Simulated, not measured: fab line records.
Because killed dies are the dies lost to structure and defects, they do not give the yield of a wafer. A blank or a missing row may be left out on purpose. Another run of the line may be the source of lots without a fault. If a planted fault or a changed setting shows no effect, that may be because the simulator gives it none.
fab line records | flow n5Finfet
record: lots: 10 wafers: 30 lastDay: 18
route steps=1938 shown BEOL_M3@947 BEOL_M4@1111 PASSIVATION@1936
lots untouched by any fault: they come from a run of this same line in which no faults occurred
startH: start of the lot's first displayed wafer, in hours after the record's first day | waitH: hours elapsed since this lot's preceding step | " the same as in the row above | L1.1+2: several wafers, shown together as one row | - no value present, or no start provided | * or withheld: withheld | < > ~ a bound
route shown NAME@n: NAME is a module with steps in the file, n the number in the route of the first one | usual: mean/standard deviation taken from wafers without a fault | same: alike in all rows | chamber/n: place in a boat | sites: each site's reading | _std_site: the standard deviation of these | _edge_site: mean of outer sites minus mean of inner sites | radiusMm: for every site, how far away it sits from the centre of the wafer | mask NAME#n: copy n | behind: the last tool/chamber to shape the wafer | hold: what put the lot on hold/how long, in hours/how the hold closed | device: whichever transistor did not switch (one of n, p or np) | end of line: the tests these same wafers got at the end of their route | for a step that has no rows: nothing shown but its recipe | killed: not the wafer's yield, but the dies lost to structure and defects at the first sort | map: a wafer's dies, marking killed ones x, the rest . and places with no die _
set.NAME: the setting the step ran with; set.NAME@STEP: the setting that earlier step ran with | model.NAME: the simulator's own value behind a step, which no gauge read
steps of the route over a sample of lots; a table a step, a row a wafer
services: from which hour (startH, from the record's first day; less than 0 if before it) a tool's chamber was out of use, for how many hours, and why
== steps ==
step: N5_BEOL_M3_DESCUM_16
recipe: chemistry: O2 timeS: 7 sourcePowerW: 50 biasPowerW: 20 pressureMtorr: 20 rfFrequencyHz: 2.712e+07 tempC: 40 resist: CAR-EUV o2FlowSccm: 225
usual: drypumpMotorCurrentA: 5.6/0.44 oesProductAu: 0.79/0.098 rfVppV: 243.7/1.4 showerheadPlenumPTorr: 2.11/0.07 throttleValvePct: 20.40/0.26
columns lot.wafer tool chamber startH waitH drypumpMotorCurrentA oesProductAu rfHoursCounterH rfVppV showerheadPlenumPTorr throttleValvePct
L180.3 rieDiel-01 2 145.17 0.2 5.5 0.73 197 243.7 2.17 20.61
L180.4 " 0 " " 5.9 0.72 224 241.8 2.05 20.75
L180.6 " 1 " " 5.2 0.70 - 244.3 2.14 20.46
L183.2 rieDiel-06 0 173.04 0.0 5.5 0.93 10 243.0 2.04 20.24
L183.4 " 2 " " 6.2 0.70 209 244.5 2.18 20.39
L183.6 " 2 " " 6.2 0.70 - 243.3 2.18 20.38
L184.3 rieDiel-01 2 173.40 0.0 5.5 0.72 208 246.0 2.17 20.62
L184.4 " 0 " " 5.9 0.70 - 241.9 2.05 20.75
L184.5 " 2 " " 5.5 0.72 - 243.6 2.17 20.61
L187.1 rieDiel-01 1 224.28 0.0 5.2 0.68 227 244.4 2.13 20.50
L187.5 " 1 " " 5.2 0.66 - 243.9 2.13 20.49
L187.6 " 3 " " 6.3 0.87 - 243.6 2.11 19.75
L189.1 rieDiel-06 3 227.97 0.1 5.1 0.92 23 242.3 2.03 20.25
L189.2 " 1 " " 5.2 0.79 84 246.5 2.19 20.61
L189.4 " 1 " " 5.2 0.80 - 244.7 2.19 20.63
L192.3 rieDiel-06 3 232.67 0.8 5.1 0.92 26 241.6 2.03 20.27
L192.5 " 2 " " 6.2 0.67 - 243.2 2.17 20.42
L192.6 " 3 " " 5.1 0.92 - 241.3 2.03 20.26
L194.3 rieDiel-06 1 235.59 1.1 5.3 0.79 89 245.4 2.19 20.64
L194.5 " 1 " " 5.3 0.78 - 245.1 2.19 20.65
L194.6 " 2 " " 6.2 0.68 - 244.9 2.17 20.41
L195.1 rieDiel-06 2 236.05 0.4 6.2 0.68 232 244.3 2.17 20.41
L195.4 " 1 " " 5.2 0.79 90 246.2 2.19 20.64
L195.6 " 3 " " 5.1 0.92 - 242.2 2.03 20.24
L200.2 rieDiel-06 3 280.31 0.2 5.1 0.89 40 240.8 2.03 20.28
L200.5 " 1 " " 5.2 0.78 - 245.0 2.18 20.65
L200.6 " 2 " " 6.2 0.67 - 244.8 2.17 20.43
L202.2 rieDiel-02 3 300.74 0.1 6.3 0.75 149 239.9 1.92 20.56
L202.3 " 0 " " 5.7 0.71 198 243.6 2.16 20.69
L202.5 " 0 " " 5.7 0.72 - 244.0 2.16 20.70
step: N5_BEOL_M3_EXPOSE_25
recipe: maskId: V2 na: 0.33 sourceShape: quasar sigmaInner: 0.2 sigmaOuter: 0.8 polarization: unpolarized defocusNm: 5 doseMj: 63
usual: exposureDoseMJCm2: 62.96/0.064
columns lot.wafer tool chamber startH waitH mask exposureDoseMJCm2
L180.3 euvScanner-02 0 145.79 - V2#0 63.00
L180.4 " 0 " " V2#0 63.08
L180.6 " 0 " " V2#0 62.97
L183.2 euvScanner-02 0 173.77 - V2#0 62.88
L183.4 " 0 " " V2#0 62.95
L183.6 " 0 " " V2#0 62.95
L184.3 euvScanner-02 0 174.02 - V2#0 63.00
L184.4 " 0 " " V2#0 62.97
L184.5 " 0 " " V2#0 62.92
L187.1 euvScanner-01 0 225.12 - V2#0 63.09
L187.5 " 0 " " V2#0 62.99
L187.6 " 0 " " V2#0 63.04
L189.1 euvScanner-02 0 229.00 - V2#0 62.83
L189.2 " 0 " " V2#0 62.92
L189.4 " 0 " " V2#0 62.88
L192.3 euvScanner-02 0 233.46 - V2#0 61.60
L192.5 " 0 " " V2#0 61.54
L192.6 " 0 " " V2#0 61.61
L194.3 euvScanner-01 0 236.41 - V2#0 62.88
L194.5 " 0 " " V2#0 62.98
L194.6 " 0 " " V2#0 62.92
L195.1 euvScanner-02 0 236.77 - V2#0 61.83
L195.4 " 0 " " V2#0 61.85
L195.6 " 0 " " V2#0 61.90
L200.2 euvScanner-01 0 281.04 - V2#0 63.11
L200.5 " 0 " " V2#0 63.06
L200.6 " 0 " " V2#0 63.05
L202.2 euvScanner-01 0 301.48 - V2#0 62.88
L202.3 " 0 " " V2#0 62.86
L202.5 " 0 " " V2#0 62.95
step: N5_BEOL_M3_OVL_MEAS_29
recipe: pointsPerWafer: 522
usual: V2_OVL: -0.2/0.67
columns lot.wafer tool chamber startH waitH V2_OVL[nm]
L180.3 overlay-01 0 145.96 0.0 0.5
L180.4 " 0 " " 0.6
L180.6 " 0 " " 0.9
L183.2 overlay-02 0 173.94 0.0 0.9
L183.4 " 0 " " 0.7
L183.6 " 0 " " 0.3
L184.3 overlay-02 0 174.19 0.0 -0.3
L184.4 " 0 " " -0.4
L184.5 " 0 " " -0.4
L187.1 overlay-02 0 225.30 0.0 -0.3
L187.5 " 0 " " -0.9
L187.6 " 0 " " -0.1
L189.1 overlay-01 0 229.17 0.0 -0.5
L189.2 " 0 " " -0.4
L189.4 " 0 " " -0.4
L192.3 overlay-01 0 233.63 0.0 0.0
L192.5 " 0 " " 0.1
L192.6 " 0 " " 0.8
L194.3 overlay-01 0 236.58 0.0 -0.5
L194.5 " 0 " " -1.3
L194.6 " 0 " " -1.2
L195.1 overlay-01 0 236.95 0.0 -1.3
L195.4 " 0 " " -0.5
L195.6 " 0 " " 0.4
L200.2 overlay-01 0 281.22 0.0 -0.8
L200.5 " 0 " " -0.4
L200.6 " 0 " " -0.8
L202.2 overlay-02 0 301.66 0.0 -0.6
L202.3 " 0 " " -0.6
L202.5 " 0 " " -0.9
step: N5_BEOL_M3_ALD_98
recipe: material: SiO2 targetThkA: 25 tempC: 100 aldPrecursorFamily: BDEAS aldCoReactant: O2-plasma pulseTimeS: 1 coReactantPulseTimeS: 1 purgeTimeS: 2 coReactantPurgeTimeS: 2 aldCycles: 17 pressureTorr: 2
usual: heaterPowerW: 81/7.4 precursorPulseHeightRel: 1.001/0.021
same: coReactantPurgeTimeS: 2 purgeTimeS: 2
columns lot.wafer tool chamber startH waitH heaterPowerW precursorPulseHeightRel
L180.3 aldSin-02 1 147.16 1.0 80 1.006
L180.4 " 2 " " 82 1.014
L180.6 " 2 " " 79 1.056
L183.2 aldSin-02 1 174.17 0.1 80 1.003
L183.4 " 3 " " 74 0.986
L183.6 " 2 " " 78 1.019
L184.3 aldSin-02 0 174.40 0.1 69 0.984
L184.4 " 1 " " 79 1.025
L184.5 " 3 " " 74 0.983
L187.1 aldSin-02 3 225.67 0.1 75 0.999
L187.5 " 2 " " 79 0.978
L187.6 " 3 " " 75 0.957
L189.1 aldSin-04 1 229.56 0.1 89 0.991
L189.2 " 3 " " 85 0.982
L189.4 " 0 " " 81 1.003
L192.3 aldSin-03 1 235.00 0.2 103 0.983
L192.5 " 2 " " 91 0.955
L192.6 " 3 " " 78 0.991
L194.3 aldSin-04 2 236.83 0.1 75 1.016
L194.5 " 2 " " 74 1.022
L194.6 " 1 " " 88 0.968
L195.1 aldSin-04 0 237.43 0.1 81 1.002
L195.4 " 2 " " 77 1.038
L195.6 " 0 " " 81 1.026
L200.2 aldSin-04 1 282.19 0.8 87 0.987
L200.5 " 2 " " 74 1.006
L200.6 " 1 " " 88 0.996
L202.2 aldSin-04 2 301.88 0.1 77 0.983
L202.3 " 1 " " 91 0.994
L202.5 " 2 " " 78 0.983
step: N5_BEOL_M4_RC_MEAS_101
usual: DIBL_N: 36.2/2.4 DIBL_P: 36.2/2.6 IOFF_N: 0.16/0.045 IOFF_P: 0.21/0.046 ION_N: 674/17 ION_P: 463/11 SS_N: 71.5/0.77 SS_P: 73.1/0.76 VT_N: 250/3.9 VT_P: -250/3.9
columns lot.wafer tool chamber startH waitH DIBL_N[mV/V] DIBL_P[mV/V] IOFF_N[nA/um] IOFF_P[nA/um] ION_N[uA/um] ION_P[uA/um] SS_N[mV/dec] SS_P[mV/dec] VT_N[mV] VT_P[mV]
L180.3 prober-02 0 162.94 0.3 32.4 31.4 0.10 0.13 667 456 69.5 71.9 254 -258
L180.4 " 0 " " 30.5 28.2 0.07 0.10 649 448 69.5 70.9 261 -261
L180.6 " 0 " " 37.0 37.0 0.18 0.20 678 463 71.2 73.7 249 -252
L183.2 prober-01 0 185.97 0.2 37.8 36.7 0.15 0.17 669 445 72.4 73.7 253 -258
L183.4 " 0 " " 38.2 37.9 0.16 0.20 678 464 71.1 74.5 250 -256
L183.6 " 0 " " 36.8 35.4 0.12 0.16 644 438 72.1 73.0 257 -257
L184.3 prober-01 0 188.56 0.3 35.7 35.2 0.16 0.19 665 452 71.9 72.6 251 -254
L184.4 " 0 " " 33.3 34.2 0.12 0.17 652 453 70.8 72.6 254 -253
L184.5 " 0 " " 34.0 35.0 0.12 0.19 651 457 70.7 72.9 256 -251
L187.1 prober-02 0 240.71 0.0 37.0 38.8 0.17 0.20 672 458 71.5 72.0 248 -249
L187.5 " 0 " " 35.3 36.0 0.12 0.16 641 444 71.7 72.7 255 -256
L187.6 " 0 " " 33.9 35.8 0.12 0.17 678 461 70.7 72.2 252 -253
L189.1 prober-02 0 245.65 0.0 34.9 35.3 0.14 0.21 678 467 71.3 72.5 250 -248
L189.2 " 0 " " 37.4 36.0 0.19 0.22 669 460 72.6 73.1 248 -251
L189.4 " 0 " " 36.3 35.8 0.16 0.22 669 461 71.0 73.3 248 -249
L192.3 prober-01 0 251.77 0.3 36.1 35.5 0.16 0.25 674 467 72.1 73.8 249 -247
L192.5 " 0 " " 36.9 35.6 0.19 0.24 676 466 72.6 73.7 245 -247
L192.6 " 0 " " 35.0 33.6 0.14 0.21 681 476 71.0 73.0 251 -251
L194.3 prober-01 0 257.52 0.3 35.7 38.0 0.18 0.21 688 468 71.6 73.2 247 -251
L194.5 " 0 " " 34.6 36.0 0.16 0.18 691 468 71.2 72.8 248 -252
L194.6 " 0 " " 36.0 37.9 0.16 0.20 665 458 71.8 73.8 250 -252
L195.1 prober-02 0 259.19 0.0 34.9 33.0 0.13 0.20 682 473 71.2 72.7 251 -248
L195.4 " 0 " " 36.6 34.1 0.14 0.20 655 452 71.7 73.2 251 -250
L195.6 " 0 " " 38.4 36.2 0.19 0.26 638 453 72.1 73.6 248 -246
L200.2 prober-01 0 300.46 0.2 34.8 33.8 0.12 0.17 681 468 71.7 72.6 251 -254
L200.5 " 0 " " 37.0 35.0 0.15 0.19 644 444 71.8 72.1 253 -253
L200.6 " 0 " " 40.3 41.5 0.24 0.32 707 482 72.2 73.8 243 -244
L202.2 prober-01 0 319.56 0.9 33.8 34.0 0.13 0.21 661 458 71.6 72.5 253 -248
L202.3 " 0 " " 38.3 38.9 0.21 0.28 687 475 71.9 73.3 247 -245
L202.5 " 0 " " 32.8 33.3 0.12 0.19 688 477 72.0 71.6 253 -250
step: N5_PASSIVATION_PROBE_49
usual: defectLimitedYield: 91.2/1.4 killed_at_M0_to_M3: 33/9.5 killed_at_M4_up: 13/4.7 killedAtContacts: 11/5.3 killedAtFrontEnd: 42/12 killedAtOther: 5/3.3 killedDies: 104/17 killedOpen: 67/12 killedShort: 33/7.7 sort_bin_5_function: 5.1/0.94 sort_bin_6_memory: 3.3/0.67 sort_bin_8_speed: 0.1/1.3 sortNPass: 1074/24 sortYieldPct: 91.1/2
same: grossDies: 1180 killedAtBackSide: 0 sort_bin_4_leakage[%]: 0
columns lot.wafer tool chamber startH waitH defectLimitedYield[%] killed_at_M0_to_M3 killed_at_M4_up killedAtContacts killedAtFrontEnd killedAtOther killedDies killedOpen killedShort sort_bin_5_function[%] sort_bin_6_memory[%] sort_bin_8_speed[%] sortNPass sortYieldPct[%]
L195.4 prober-02 - 391.95 0.2 90.3 29 7 10 63 5 114 77 37 6.0 3.4 0 1066 90.3
killed by level:class
L195.4 FIN_SAQP:geometricParticle:open=13 STI_FIN_REVEAL:geometricParticle:open=13 FIN_SAQP:geometricParticle:short=12 BEOL_M2:geometricParticle:open=12 MOL_CONTACT_COAG:geometricParticle:open=8 BEOL_M1:geometricParticle:open=7 GATE_CUT:geometricParticle:open=6 STI_FIN_REVEAL:geometricParticle:short=5
== services ==
columns tool chamber startH hours kind
rieDiel-01 0 121.21 7.5 repair
euvScanner-01 - 121.63 1.0 pm
euvScanner-02 - 125.34 1.0 pm
rieDiel-01 3 148.32 7.9 repair
euvScanner-02 - 157.85 5.8 pm
aldSin-02 - 161.48 2.8 pm
euvScanner-01 - 166.45 1.5 repair
aldSin-02 - 176.75 14.0 pm
euvScanner-01 - 177.78 1.0 pm
euvScanner-02 - 181.49 1.0 pm
euvScanner-02 - 182.50 4.6 pm
euvScanner-01 - 184.40 1.2 repair
euvScanner-01 - 208.44 2.0 repair
rieDiel-01 2 218.89 6.3 repair
rieDiel-06 2 227.39 4.3 repair
euvScanner-01 - 233.93 1.0 pm
euvScanner-02 - 237.64 1.0 pm
rieDiel-06 1 244.69 4.1 repair
euvScanner-01 - 270.26 4.6 pm
aldSin-02 - 276.83 6.1 pm
rieDiel-01 3 282.73 4.1 repair
euvScanner-01 - 290.08 1.0 pm
aldSin-02 0 293.78 12.1 repair
euvScanner-02 - 293.79 1.0 pm
== key ==
firstSign: step: N5_BEOL_M3_EXPOSE_25 reading: exposureDoseMJCm2 direction: down sigmas: 19 usual: 62.96 struck: 61.72
effect none on later readings
metAt N5_BEOL_M3_EXPOSE_25
struckLots L192,L195
loopTrim: step: N5_BEOL_M3_EXPOSE_25 setting: dose lots: L195
notActingAt N5_BEOL_M3_DESCUM_16,N5_BEOL_M3_OVL_MEAS_29,N5_BEOL_M3_ALD_98
onsetBetween 229.00 233.46
fault: kind: processParameterDrift tool: euvScanner-02 chamber: - onsetH: 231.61 steps: N5_BEOL_M3_EXPOSE_25 channel: doseMj offset: -1.363 shape: step actsIn: theseRecipesOnly stated: 63
loopTrim: a control loop set the setting to another value than it would have without faults
